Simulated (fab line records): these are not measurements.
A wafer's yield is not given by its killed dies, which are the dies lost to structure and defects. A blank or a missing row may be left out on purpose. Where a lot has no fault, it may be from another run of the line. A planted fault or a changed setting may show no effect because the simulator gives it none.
fab line records || flow n5_finfet || part 2 of 2: steps 32 to 38 of 38
record {"lots": 5, "wafers": 15, "last_day": 17}
route steps=1938 shown STI_FIN_REVEAL@199 DUMMY_GATE@212
lots untouched by any fault: they come from a run of this same line in which no faults occurred
start_h: start of the lot's first displayed wafer, in hours after the record's first day || wait_h: hours elapsed since this lot's preceding step || " unchanged from the row above || L1.1+2: several wafers, shown together as one row || - no value, or no start given || * or withheld: withheld || < > ~ a bound
route shown NAME@n: a module of which the file shows steps, and the number in the route of the first || usual: the fault-free wafers' mean and standard deviation || same: alike in all rows || chamber/n: place in a boat || sites: readings site by site || _std_site: standard deviation across them || _edge_site: outer sites' mean less inner sites' || radius_mm: how far each site lies from the wafer's centre || mask NAME#n: copy n || behind: the most recent tool/chamber to have shaped the wafer || hold: reason for holding the lot/hours on hold/outcome of the hold || device: whichever transistor did not switch (one of n, p or np) || end of line: tests run on the same wafers once the route is complete || where a step has no rows: the recipe by itself || killed: count of dies lost to structure and defects at first sort (not the wafer's yield) || map: dies across one wafer; x = killed, . = not, _ = none there
set.NAME: the setting as run; set.NAME@STEP: as run at that earlier step || model.NAME: the simulator's own value behind a step, which no gauge read
lots seen at some steps along the route; tables by step, rows by wafer
services: a tool's chamber out of use, with start hour (start_h, from the record's first day; less than 0 if before it), hours out, and reason
## steps
# step N5_DUMMY_GATE_DEVELOP_14
# recipe {"develop_time_s": 30, "developer": "TMAH", "resist": "CAR-EUV", "rinse_liquid": "surfactant_rinse", "dry": "air_spin", "dev_temp_c": 23}
{"lot.wafer": "L074.1+2+3", "tool": "litho_track-05", "chamber": 0, "start_h": "-", "wait_h": "-"}
{"lot.wafer": "L076.2+5+6", "tool": "litho_track-05", "chamber": 0, "start_h": "-", "wait_h": "-"}
{"lot.wafer": "L081.2+5+6", "tool": "litho_track-05", "chamber": 0, "start_h": "-", "wait_h": "-"}
{"lot.wafer": "L082.1+5+6", "tool": "litho_track-05", "chamber": 0, "start_h": "-", "wait_h": "-"}
{"lot.wafer": "L092.3+4+6", "tool": "litho_track-02", "chamber": 0, "start_h": "-", "wait_h": "-"}
# step N5_DUMMY_GATE_CD_MEAS_15
# recipe {"target_cd_nm": 25.8, "landing_energy_ev": 500, "detector": "se_inlens"}
# usual {"cd_nm": "25.00/0.24"}
{"lot.wafer": "L074.1", "tool": "cd_sem-02", "chamber": 0, "start_h": 49.68, "wait_h": "-", "cd_nm": 25.07}
{"lot.wafer": "L074.2", "tool": "cd_sem-02", "chamber": 0, "start_h": 49.68, "wait_h": "-", "cd_nm": 24.86}
{"lot.wafer": "L074.3", "tool": "cd_sem-02", "chamber": 0, "start_h": 49.68, "wait_h": "-", "cd_nm": 24.85}
{"lot.wafer": "L076.2", "tool": "cd_sem-02", "chamber": 0, "start_h": 62.05, "wait_h": "-", "cd_nm": 24.75}
{"lot.wafer": "L076.5", "tool": "cd_sem-02", "chamber": 0, "start_h": 62.05, "wait_h": "-", "cd_nm": 25.23}
{"lot.wafer": "L076.6", "tool": "cd_sem-02", "chamber": 0, "start_h": 62.05, "wait_h": "-", "cd_nm": 24.87}
{"lot.wafer": "L081.2", "tool": "cd_sem-02", "chamber": 0, "start_h": 92.52, "wait_h": "-", "cd_nm": 24.71}
{"lot.wafer": "L081.5", "tool": "cd_sem-02", "chamber": 0, "start_h": 92.52, "wait_h": "-", "cd_nm": 25.23}
{"lot.wafer": "L081.6", "tool": "cd_sem-02", "chamber": 0, "start_h": 92.52, "wait_h": "-", "cd_nm": 25.25}
{"lot.wafer": "L082.1", "tool": "cd_sem-03", "chamber": 0, "start_h": 97.77, "wait_h": "-", "cd_nm": 25.32}
{"lot.wafer": "L082.5", "tool": "cd_sem-03", "chamber": 0, "start_h": 97.77, "wait_h": "-", "cd_nm": 24.83}
{"lot.wafer": "L082.6", "tool": "cd_sem-03", "chamber": 0, "start_h": 97.77, "wait_h": "-", "cd_nm": 24.95}
{"lot.wafer": "L092.3", "tool": "cd_sem-02", "chamber": 0, "start_h": 154.71, "wait_h": "-", "cd_nm": 24.61}
{"lot.wafer": "L092.4", "tool": "cd_sem-02", "chamber": 0, "start_h": 154.71, "wait_h": "-", "cd_nm": 24.81}
{"lot.wafer": "L092.6", "tool": "cd_sem-02", "chamber": 0, "start_h": 154.71, "wait_h": "-", "cd_nm": 24.54}
# step N5_DUMMY_GATE_OVL_MEAS_16
# recipe {"points_per_wafer": 522}
# usual {"GATE_OVL": "1.0/0.83"}
# same {"points_per_wafer": 522}
{"lot.wafer": "L074.1", "tool": "overlay-02", "chamber": 0, "start_h": 49.72, "wait_h": 0.0, "GATE_OVL[nm]": 1.0}
{"lot.wafer": "L074.2", "tool": "overlay-02", "chamber": 0, "start_h": 49.72, "wait_h": 0.0, "GATE_OVL[nm]": 0.6}
{"lot.wafer": "L074.3", "tool": "overlay-02", "chamber": 0, "start_h": 49.72, "wait_h": 0.0, "GATE_OVL[nm]": 1.4}
{"lot.wafer": "L076.2", "tool": "overlay-01", "chamber": 0, "start_h": 62.09, "wait_h": 0.0, "GATE_OVL[nm]": 0.6}
{"lot.wafer": "L076.5", "tool": "overlay-01", "chamber": 0, "start_h": 62.09, "wait_h": 0.0, "GATE_OVL[nm]": 2.0}
{"lot.wafer": "L076.6", "tool": "overlay-01", "chamber": 0, "start_h": 62.09, "wait_h": 0.0, "GATE_OVL[nm]": 1.2}
{"lot.wafer": "L081.2", "tool": "overlay-02", "chamber": 0, "start_h": 92.57, "wait_h": 0.0, "GATE_OVL[nm]": 0.5}
{"lot.wafer": "L081.5", "tool": "overlay-02", "chamber": 0, "start_h": 92.57, "wait_h": 0.0, "GATE_OVL[nm]": 0.2}
{"lot.wafer": "L081.6", "tool": "overlay-02", "chamber": 0, "start_h": 92.57, "wait_h": 0.0, "GATE_OVL[nm]": -0.1}
{"lot.wafer": "L082.1", "tool": "overlay-02", "chamber": 0, "start_h": 97.81, "wait_h": 0.0, "GATE_OVL[nm]": 0.4}
{"lot.wafer": "L082.5", "tool": "overlay-02", "chamber": 0, "start_h": 97.81, "wait_h": 0.0, "GATE_OVL[nm]": 0.0}
{"lot.wafer": "L082.6", "tool": "overlay-02", "chamber": 0, "start_h": 97.81, "wait_h": 0.0, "GATE_OVL[nm]": 0.9}
{"lot.wafer": "L092.3", "tool": "overlay-01", "chamber": 0, "start_h": 154.76, "wait_h": 0.0, "GATE_OVL[nm]": -0.2}
{"lot.wafer": "L092.4", "tool": "overlay-01", "chamber": 0, "start_h": 154.76, "wait_h": 0.0, "GATE_OVL[nm]": 0.0}
{"lot.wafer": "L092.6", "tool": "overlay-01", "chamber": 0, "start_h": 154.76, "wait_h": 0.0, "GATE_OVL[nm]": -0.6}
# step N5_DUMMY_GATE_INSPECT_17
# recipe {"mode": "adi", "inspect_instrument": "brightfield"}
# usual {"raw_defect_count": "208/55"}
{"lot.wafer": "L074.1", "tool": "defect_inspect-01", "chamber": "-", "start_h": 49.78, "wait_h": 0.1, "raw_defect_count": 242}
{"lot.wafer": "L074.2", "tool": "defect_inspect-01", "chamber": "-", "start_h": 49.78, "wait_h": 0.1, "raw_defect_count": 263}
{"lot.wafer": "L074.3", "tool": "defect_inspect-01", "chamber": "-", "start_h": 49.78, "wait_h": 0.1, "raw_defect_count": 234}
{"lot.wafer": "L076.2", "tool": "defect_inspect-01", "chamber": "-", "start_h": 62.15, "wait_h": 0.0, "raw_defect_count": 207}
{"lot.wafer": "L076.5", "tool": "defect_inspect-01", "chamber": "-", "start_h": 62.15, "wait_h": 0.0, "raw_defect_count": 250}
{"lot.wafer": "L076.6", "tool": "defect_inspect-01", "chamber": "-", "start_h": 62.15, "wait_h": 0.0, "raw_defect_count": 210}
{"lot.wafer": "L081.2", "tool": "defect_inspect-02", "chamber": "-", "start_h": 92.62, "wait_h": 0.0, "raw_defect_count": 209}
{"lot.wafer": "L081.5", "tool": "defect_inspect-02", "chamber": "-", "start_h": 92.62, "wait_h": 0.0, "raw_defect_count": 203}
{"lot.wafer": "L081.6", "tool": "defect_inspect-02", "chamber": "-", "start_h": 92.62, "wait_h": 0.0, "raw_defect_count": 219}
{"lot.wafer": "L082.1", "tool": "defect_inspect-01", "chamber": "-", "start_h": 97.87, "wait_h": 0.1, "raw_defect_count": 138}
{"lot.wafer": "L082.5", "tool": "defect_inspect-01", "chamber": "-", "start_h": 97.87, "wait_h": 0.1, "raw_defect_count": 204}
{"lot.wafer": "L082.6", "tool": "defect_inspect-01", "chamber": "-", "start_h": 97.87, "wait_h": 0.1, "raw_defect_count": 125}
{"lot.wafer": "L092.3", "tool": "defect_inspect-02", "chamber": "-", "start_h": 154.81, "wait_h": 0.0, "raw_defect_count": 110}
{"lot.wafer": "L092.4", "tool": "defect_inspect-02", "chamber": "-", "start_h": 154.81, "wait_h": 0.0, "raw_defect_count": 207}
{"lot.wafer": "L092.6", "tool": "defect_inspect-02", "chamber": "-", "start_h": 154.81, "wait_h": 0.0, "raw_defect_count": 139}
# step N5_DUMMY_GATE_DESCUM_20
# recipe {"chemistry": "O2", "time_s": 6.2, "source_power_w": 50, "bias_power_w": 20, "pressure_mtorr": 20, "rf_frequency_hz": 2.712e+07, "temp_c": 40, "resist": "CAR-EUV", "o2_flow_sccm": 225}
# usual {"bias_power_w": "20.01/0.052", "drypump_motor_current_A": "5.8/0.42", "o2_flow_sccm": "225.1/0.55", "oes_product_au": "0.77/0.066", "rf_vpp_V": "243.2/1.4", "showerhead_plenum_p_Torr": "2.09/0.076", "throttle_valve_pct": "20.49/0.19"}
{"lot.wafer": "L074.1", "tool": "rie_diel-04", "chamber": 0, "start_h": 49.82, "wait_h": 0.0, "bias_power_w": 20.06, "drypump_motor_current_A": 5.9, "o2_flow_sccm": 225.9, "oes_product_au": 0.79, "rf_hours_counter_h": 108, "rf_vpp_V": 242.0, "showerhead_plenum_p_Torr": 2.03, "throttle_valve_pct": 20.18}
{"lot.wafer": "L074.2", "tool": "rie_diel-04", "chamber": 1, "start_h": 49.82, "wait_h": 0.0, "bias_power_w": 20.01, "drypump_motor_current_A": 5.3, "o2_flow_sccm": 224.9, "oes_product_au": 0.83, "rf_hours_counter_h": 82, "rf_vpp_V": 243.2, "showerhead_plenum_p_Torr": 2.04, "throttle_valve_pct": 20.21}
{"lot.wafer": "L074.3", "tool": "rie_diel-04", "chamber": 3, "start_h": 49.82, "wait_h": 0.0, "bias_power_w": 19.97, "drypump_motor_current_A": 6.4, "o2_flow_sccm": 226.2, "oes_product_au": 0.80, "rf_hours_counter_h": 97, "rf_vpp_V": 241.4, "showerhead_plenum_p_Torr": 1.94, "throttle_valve_pct": 20.55}
{"lot.wafer": "L076.2", "tool": "rie_diel-04", "chamber": 3, "start_h": 63.41, "wait_h": 1.3, "bias_power_w": 19.94, "drypump_motor_current_A": 6.4, "o2_flow_sccm": 225.1, "oes_product_au": 0.80, "rf_hours_counter_h": 104, "rf_vpp_V": 242.8, "showerhead_plenum_p_Torr": 1.94, "throttle_valve_pct": 20.56}
{"lot.wafer": "L076.5", "tool": "rie_diel-04", "chamber": 3, "start_h": 63.41, "wait_h": 1.3, "bias_power_w": 19.99, "drypump_motor_current_A": 6.4, "o2_flow_sccm": 225.6, "oes_product_au": 0.80, "rf_hours_counter_h": "-", "rf_vpp_V": 241.4, "showerhead_plenum_p_Torr": 1.94, "throttle_valve_pct": 20.57}
{"lot.wafer": "L076.6", "tool": "rie_diel-04", "chamber": 2, "start_h": 63.41, "wait_h": 1.3, "bias_power_w": 19.91, "drypump_motor_current_A": 6.3, "o2_flow_sccm": 224.5, "oes_product_au": 0.71, "rf_hours_counter_h": "-", "rf_vpp_V": 242.6, "showerhead_plenum_p_Torr": 2.07, "throttle_valve_pct": 20.43}
{"lot.wafer": "L081.2", "tool": "rie_diel-04", "chamber": 0, "start_h": 92.66, "wait_h": 0.0, "bias_power_w": 20.04, "drypump_motor_current_A": 5.9, "o2_flow_sccm": 224.6, "oes_product_au": 0.78, "rf_hours_counter_h": 121, "rf_vpp_V": 241.6, "showerhead_plenum_p_Torr": 2.02, "throttle_valve_pct": 20.22}
{"lot.wafer": "L081.5", "tool": "rie_diel-04", "chamber": 1, "start_h": 92.66, "wait_h": 0.0, "bias_power_w": 20.08, "drypump_motor_current_A": 5.2, "o2_flow_sccm": 226.0, "oes_product_au": 0.82, "rf_hours_counter_h": "-", "rf_vpp_V": 241.8, "showerhead_plenum_p_Torr": 2.03, "throttle_valve_pct": 20.23}
{"lot.wafer": "L081.6", "tool": "rie_diel-04", "chamber": 2, "start_h": 92.66, "wait_h": 0.0, "bias_power_w": 20.06, "drypump_motor_current_A": 6.2, "o2_flow_sccm": 224.8, "oes_product_au": 0.70, "rf_hours_counter_h": "-", "rf_vpp_V": 242.7, "showerhead_plenum_p_Torr": 2.07, "throttle_valve_pct": 20.43}
{"lot.wafer": "L082.1", "tool": "rie_diel-05", "chamber": 3, "start_h": 97.90, "wait_h": 0.0, "bias_power_w": 19.97, "drypump_motor_current_A": 5.8, "o2_flow_sccm": 224.8, "oes_product_au": 0.70, "rf_hours_counter_h": 226, "rf_vpp_V": 241.7, "showerhead_plenum_p_Torr": 1.98, "throttle_valve_pct": 20.35}
{"lot.wafer": "L082.5", "tool": "rie_diel-05", "chamber": 0, "start_h": 97.90, "wait_h": 0.0, "bias_power_w": 19.96, "drypump_motor_current_A": 5.9, "o2_flow_sccm": 225.2, "oes_product_au": 0.73, "rf_hours_counter_h": "-", "rf_vpp_V": 245.4, "showerhead_plenum_p_Torr": 2.17, "throttle_valve_pct": 20.68}
{"lot.wafer": "L082.6", "tool": "rie_diel-05", "chamber": 3, "start_h": 97.90, "wait_h": 0.0, "bias_power_w": 20.00, "drypump_motor_current_A": 5.8, "o2_flow_sccm": 225.1, "oes_product_au": 0.71, "rf_hours_counter_h": "-", "rf_vpp_V": 240.7, "showerhead_plenum_p_Torr": 1.98, "throttle_valve_pct": 20.33}
{"lot.wafer": "L092.3", "tool": "rie_diel-06", "chamber": 1, "start_h": 154.94, "wait_h": 0.1, "bias_power_w": 19.97, "drypump_motor_current_A": 6.2, "o2_flow_sccm": 224.7, "oes_product_au": 0.92, "rf_hours_counter_h": 13, "rf_vpp_V": 243.6, "showerhead_plenum_p_Torr": 2.14, "throttle_valve_pct": 20.65}
{"lot.wafer": "L092.4", "tool": "rie_diel-06", "chamber": 0, "start_h": 154.94, "wait_h": 0.1, "bias_power_w": 19.94, "drypump_motor_current_A": 6.1, "o2_flow_sccm": 225.7, "oes_product_au": 0.78, "rf_hours_counter_h": 140, "rf_vpp_V": 244.0, "showerhead_plenum_p_Torr": 2.10, "throttle_valve_pct": 20.67}
{"lot.wafer": "L092.6", "tool": "rie_diel-06", "chamber": 2, "start_h": 154.94, "wait_h": 0.1, "bias_power_w": 19.97, "drypump_motor_current_A": 6.1, "o2_flow_sccm": 225.2, "oes_product_au": 0.70, "rf_hours_counter_h": "-", "rf_vpp_V": 245.3, "showerhead_plenum_p_Torr": 2.16, "throttle_valve_pct": 20.75}
# step N5_DUMMY_GATE_ETCH_29
# recipe {"chemistry": "N2/H2", "target": "underlayer", "target_depth_a": 130, "ion_energy_ev": 200, "pressure_mtorr": 30, "source_w": 840, "bias_w": 150, "n2_flow_sccm": 200, "h2_flow_sccm": 200}
# usual {"drypump_motor_current_A": "5.8/0.42", "oes_product_au": "0.77/0.066", "rf_vpp_V": "523.7/2.7", "showerhead_plenum_p_Torr": "2.54/0.095", "throttle_valve_pct": "17.99/0.21"}
{"lot.wafer": "L074.1", "tool": "rie_diel-04", "chamber": 0, "start_h": 49.88, "wait_h": 0.0, "drypump_motor_current_A": 5.9, "oes_product_au": 0.79, "rf_hours_counter_h": 108, "rf_vpp_V": 520.1, "showerhead_plenum_p_Torr": 2.45, "throttle_valve_pct": 17.63}
{"lot.wafer": "L074.2", "tool": "rie_diel-04", "chamber": 1, "start_h": 49.88, "wait_h": 0.0, "drypump_motor_current_A": 5.3, "oes_product_au": 0.83, "rf_hours_counter_h": 82, "rf_vpp_V": 522.5, "showerhead_plenum_p_Torr": 2.46, "throttle_valve_pct": 17.56}
{"lot.wafer": "L074.3", "tool": "rie_diel-04", "chamber": 3, "start_h": 49.88, "wait_h": 0.0, "drypump_motor_current_A": 6.4, "oes_product_au": 0.81, "rf_hours_counter_h": 97, "rf_vpp_V": 519.2, "showerhead_plenum_p_Torr": 2.36, "throttle_valve_pct": 18.13}
{"lot.wafer": "L076.2", "tool": "rie_diel-04", "chamber": 3, "start_h": 63.47, "wait_h": 0.0, "drypump_motor_current_A": 6.4, "oes_product_au": 0.80, "rf_hours_counter_h": 104, "rf_vpp_V": 518.0, "showerhead_plenum_p_Torr": 2.36, "throttle_valve_pct": 18.13}
{"lot.wafer": "L076.5", "tool": "rie_diel-04", "chamber": 3, "start_h": 63.47, "wait_h": 0.0, "drypump_motor_current_A": 6.4, "oes_product_au": 0.80, "rf_hours_counter_h": "-", "rf_vpp_V": 519.0, "showerhead_plenum_p_Torr": 2.36, "throttle_valve_pct": 18.12}
{"lot.wafer": "L076.6", "tool": "rie_diel-04", "chamber": 2, "start_h": 63.47, "wait_h": 0.0, "drypump_motor_current_A": 6.3, "oes_product_au": 0.70, "rf_hours_counter_h": "-", "rf_vpp_V": 522.0, "showerhead_plenum_p_Torr": 2.51, "throttle_valve_pct": 17.99}
{"lot.wafer": "L081.2", "tool": "rie_diel-04", "chamber": 0, "start_h": 92.72, "wait_h": 0.0, "drypump_motor_current_A": 5.9, "oes_product_au": 0.77, "rf_hours_counter_h": 121, "rf_vpp_V": 522.0, "showerhead_plenum_p_Torr": 2.45, "throttle_valve_pct": 17.65}
{"lot.wafer": "L081.5", "tool": "rie_diel-04", "chamber": 1, "start_h": 92.72, "wait_h": 0.0, "drypump_motor_current_A": 5.3, "oes_product_au": 0.82, "rf_hours_counter_h": "-", "rf_vpp_V": 522.0, "showerhead_plenum_p_Torr": 2.46, "throttle_valve_pct": 17.57}
{"lot.wafer": "L081.6", "tool": "rie_diel-04", "chamber": 2, "start_h": 92.72, "wait_h": 0.0, "drypump_motor_current_A": 6.2, "oes_product_au": 0.70, "rf_hours_counter_h": "-", "rf_vpp_V": 522.0, "showerhead_plenum_p_Torr": 2.51, "throttle_valve_pct": 17.99}
{"lot.wafer": "L082.1", "tool": "rie_diel-05", "chamber": 3, "start_h": 97.97, "wait_h": 0.0, "drypump_motor_current_A": 5.7, "oes_product_au": 0.71, "rf_hours_counter_h": 226, "rf_vpp_V": 520.7, "showerhead_plenum_p_Torr": 2.40, "throttle_valve_pct": 17.79}
{"lot.wafer": "L082.5", "tool": "rie_diel-05", "chamber": 0, "start_h": 97.97, "wait_h": 0.0, "drypump_motor_current_A": 5.9, "oes_product_au": 0.73, "rf_hours_counter_h": "-", "rf_vpp_V": 527.9, "showerhead_plenum_p_Torr": 2.65, "throttle_valve_pct": 18.20}
{"lot.wafer": "L082.6", "tool": "rie_diel-05", "chamber": 3, "start_h": 97.97, "wait_h": 0.0, "drypump_motor_current_A": 5.7, "oes_product_au": 0.71, "rf_hours_counter_h": "-", "rf_vpp_V": 519.8, "showerhead_plenum_p_Torr": 2.40, "throttle_valve_pct": 17.77}
{"lot.wafer": "L092.3", "tool": "rie_diel-06", "chamber": 1, "start_h": 155.01, "wait_h": 0.0, "drypump_motor_current_A": 6.2, "oes_product_au": 0.94, "rf_hours_counter_h": 13, "rf_vpp_V": 526.5, "showerhead_plenum_p_Torr": 2.61, "throttle_valve_pct": 18.13}
{"lot.wafer": "L092.4", "tool": "rie_diel-06", "chamber": 0, "start_h": 155.01, "wait_h": 0.0, "drypump_motor_current_A": 6.1, "oes_product_au": 0.78, "rf_hours_counter_h": 140, "rf_vpp_V": 523.5, "showerhead_plenum_p_Torr": 2.55, "throttle_valve_pct": 18.05}
{"lot.wafer": "L092.6", "tool": "rie_diel-06", "chamber": 2, "start_h": 155.01, "wait_h": 0.0, "drypump_motor_current_A": 6.1, "oes_product_au": 0.69, "rf_hours_counter_h": "-", "rf_vpp_V": 526.3, "showerhead_plenum_p_Torr": 2.63, "throttle_valve_pct": 18.25}
# step N5_DUMMY_GATE_ETCH_36
# recipe {"chemistry": "CF4", "target": "SiARC", "target_depth_a": 130, "pressure_mtorr": 40, "source_w": 545, "bias_w": 36, "Ar_flow_sccm": 100, "cf4_flow_sccm": 100, "ion_energy_ev": 80}
# usual {"drypump_motor_current_A": "5.8/0.42", "oes_product_au": "0.77/0.066", "rf_vpp_V": "184.0/1.3", "showerhead_plenum_p_Torr": "2.14/0.072", "throttle_valve_pct": "15.67/0.18"}
{"lot.wafer": "L074.1", "tool": "rie_diel-04", "chamber": 0, "start_h": 49.92, "wait_h": 0.0, "drypump_motor_current_A": 5.9, "oes_product_au": 0.79, "rf_hours_counter_h": 108, "rf_vpp_V": 182.2, "showerhead_plenum_p_Torr": 2.07, "throttle_valve_pct": 15.34}
{"lot.wafer": "L074.2", "tool": "rie_diel-04", "chamber": 1, "start_h": 49.92, "wait_h": 0.0, "drypump_motor_current_A": 5.2, "oes_product_au": 0.84, "rf_hours_counter_h": 82, "rf_vpp_V": 183.3, "showerhead_plenum_p_Torr": 2.09, "throttle_valve_pct": 15.42}
{"lot.wafer": "L074.3", "tool": "rie_diel-04", "chamber": 3, "start_h": 49.92, "wait_h": 0.0, "drypump_motor_current_A": 6.4, "oes_product_au": 0.81, "rf_hours_counter_h": 97, "rf_vpp_V": 181.9, "showerhead_plenum_p_Torr": 2.00, "throttle_valve_pct": 15.69}
{"lot.wafer": "L076.2", "tool": "rie_diel-04", "chamber": 3, "start_h": 63.51, "wait_h": 0.0, "drypump_motor_current_A": 6.4, "oes_product_au": 0.80, "rf_hours_counter_h": 104, "rf_vpp_V": 182.1, "showerhead_plenum_p_Torr": 1.99, "throttle_valve_pct": 15.70}
{"lot.wafer": "L076.5", "tool": "rie_diel-04", "chamber": 3, "start_h": 63.51, "wait_h": 0.0, "drypump_motor_current_A": 6.4, "oes_product_au": 0.80, "rf_hours_counter_h": "-", "rf_vpp_V": 181.6, "showerhead_plenum_p_Torr": 1.99, "throttle_valve_pct": 15.71}
{"lot.wafer": "L076.6", "tool": "rie_diel-04", "chamber": 2, "start_h": 63.51, "wait_h": 0.0, "drypump_motor_current_A": 6.3, "oes_product_au": 0.71, "rf_hours_counter_h": "-", "rf_vpp_V": 182.6, "showerhead_plenum_p_Torr": 2.11, "throttle_valve_pct": 15.59}
{"lot.wafer": "L081.2", "tool": "rie_diel-04", "chamber": 0, "start_h": 92.76, "wait_h": 0.0, "drypump_motor_current_A": 5.9, "oes_product_au": 0.79, "rf_hours_counter_h": 121, "rf_vpp_V": 182.2, "showerhead_plenum_p_Torr": 2.06, "throttle_valve_pct": 15.37}
{"lot.wafer": "L081.5", "tool": "rie_diel-04", "chamber": 1, "start_h": 92.76, "wait_h": 0.0, "drypump_motor_current_A": 5.2, "oes_product_au": 0.82, "rf_hours_counter_h": "-", "rf_vpp_V": 183.6, "showerhead_plenum_p_Torr": 2.09, "throttle_valve_pct": 15.46}
{"lot.wafer": "L081.6", "tool": "rie_diel-04", "chamber": 2, "start_h": 92.76, "wait_h": 0.0, "drypump_motor_current_A": 6.2, "oes_product_au": 0.69, "rf_hours_counter_h": "-", "rf_vpp_V": 184.7, "showerhead_plenum_p_Torr": 2.11, "throttle_valve_pct": 15.59}
{"lot.wafer": "L082.1", "tool": "rie_diel-05", "chamber": 3, "start_h": 98.01, "wait_h": 0.0, "drypump_motor_current_A": 5.7, "oes_product_au": 0.71, "rf_hours_counter_h": 226, "rf_vpp_V": 182.4, "showerhead_plenum_p_Torr": 2.03, "throttle_valve_pct": 15.61}
{"lot.wafer": "L082.5", "tool": "rie_diel-05", "chamber": 0, "start_h": 98.01, "wait_h": 0.0, "drypump_motor_current_A": 6.0, "oes_product_au": 0.73, "rf_hours_counter_h": "-", "rf_vpp_V": 186.2, "showerhead_plenum_p_Torr": 2.22, "throttle_valve_pct": 15.89}
{"lot.wafer": "L082.6", "tool": "rie_diel-05", "chamber": 3, "start_h": 98.01, "wait_h": 0.0, "drypump_motor_current_A": 5.7, "oes_product_au": 0.70, "rf_hours_counter_h": "-", "rf_vpp_V": 182.6, "showerhead_plenum_p_Torr": 2.03, "throttle_valve_pct": 15.64}
{"lot.wafer": "L092.3", "tool": "rie_diel-06", "chamber": 1, "start_h": 155.05, "wait_h": 0.0, "drypump_motor_current_A": 6.2, "oes_product_au": 0.92, "rf_hours_counter_h": 13, "rf_vpp_V": 184.7, "showerhead_plenum_p_Torr": 2.18, "throttle_valve_pct": 15.69}
{"lot.wafer": "L092.4", "tool": "rie_diel-06", "chamber": 0, "start_h": 155.05, "wait_h": 0.0, "drypump_motor_current_A": 6.2, "oes_product_au": 0.78, "rf_hours_counter_h": 140, "rf_vpp_V": 184.8, "showerhead_plenum_p_Torr": 2.14, "throttle_valve_pct": 15.80}
{"lot.wafer": "L092.6", "tool": "rie_diel-06", "chamber": 2, "start_h": 155.05, "wait_h": 0.0, "drypump_motor_current_A": 6.2, "oes_product_au": 0.69, "rf_hours_counter_h": "-", "rf_vpp_V": 185.4, "showerhead_plenum_p_Torr": 2.21, "throttle_valve_pct": 15.93}
## services
{"tool": "rie_diel-04", "chamber": 0, "start_h": 14.84, "hours": 16.4, "kind": "repair"}
{"tool": "euv_scanner-02", "chamber": "-", "start_h": 20.61, "hours": 0.4, "kind": "repair"}
{"tool": "euv_scanner-02", "chamber": "-", "start_h": 27.22, "hours": 1.0, "kind": "pm"}
{"tool": "euv_scanner-02", "chamber": "-", "start_h": 32.23, "hours": 0.1, "kind": "repair"}
{"tool": "lpcvd-01", "chamber": "-", "start_h": 34.07, "hours": 14.6, "kind": "pm"}
{"tool": "wet_bench-04", "chamber": "-", "start_h": 36.34, "hours": 0.9, "kind": "repair"}
{"tool": "plasma_asher-01", "chamber": "-", "start_h": 36.81, "hours": 2.8, "kind": "pm"}
{"tool": "rie_diel-06", "chamber": "-", "start_h": 51.36, "hours": 14.6, "kind": "pm"}
{"tool": "euv_scanner-02", "chamber": "-", "start_h": 53.40, "hours": 4.6, "kind": "pm"}
{"tool": "plasma_asher-02", "chamber": "-", "start_h": 54.11, "hours": 99.2, "kind": "repair"}
{"tool": "lpcvd-01", "chamber": "-", "start_h": 56.59, "hours": 6.1, "kind": "pm"}
{"tool": "euv_scanner-02", "chamber": "-", "start_h": 64.52, "hours": 0.2, "kind": "repair"}
{"tool": "euv_scanner-02", "chamber": "-", "start_h": 80.92, "hours": 1.0, "kind": "pm"}
{"tool": "euv_scanner-02", "chamber": "-", "start_h": 98.98, "hours": 2.6, "kind": "repair"}
{"tool": "euv_scanner-02", "chamber": "-", "start_h": 106.71, "hours": 0.5, "kind": "repair"}
{"tool": "cmp-04", "chamber": "-", "start_h": 118.96, "hours": 4.0, "kind": "pm"}
{"tool": "wet_bench-04", "chamber": "-", "start_h": 119.82, "hours": 1.2, "kind": "repair"}
{"tool": "rie_diel-04", "chamber": "-", "start_h": 124.52, "hours": 2.8, "kind": "pm"}
{"tool": "euv_scanner-02", "chamber": "-", "start_h": 130.52, "hours": 0.1, "kind": "repair"}
{"tool": "wet_bench-05", "chamber": "-", "start_h": 136.42, "hours": 1.2, "kind": "repair"}
{"tool": "euv_scanner-02", "chamber": "-", "start_h": 137.11, "hours": 1.0, "kind": "pm"}
{"tool": "cmp-04", "chamber": "-", "start_h": 139.55, "hours": 0.9, "kind": "repair"}
{"tool": "euv_scanner-02", "chamber": "-", "start_h": 147.70, "hours": 0.3, "kind": "repair"}
{"tool": "euv_scanner-02", "chamber": "-", "start_h": 148.02, "hours": 12.0, "kind": "pm"}
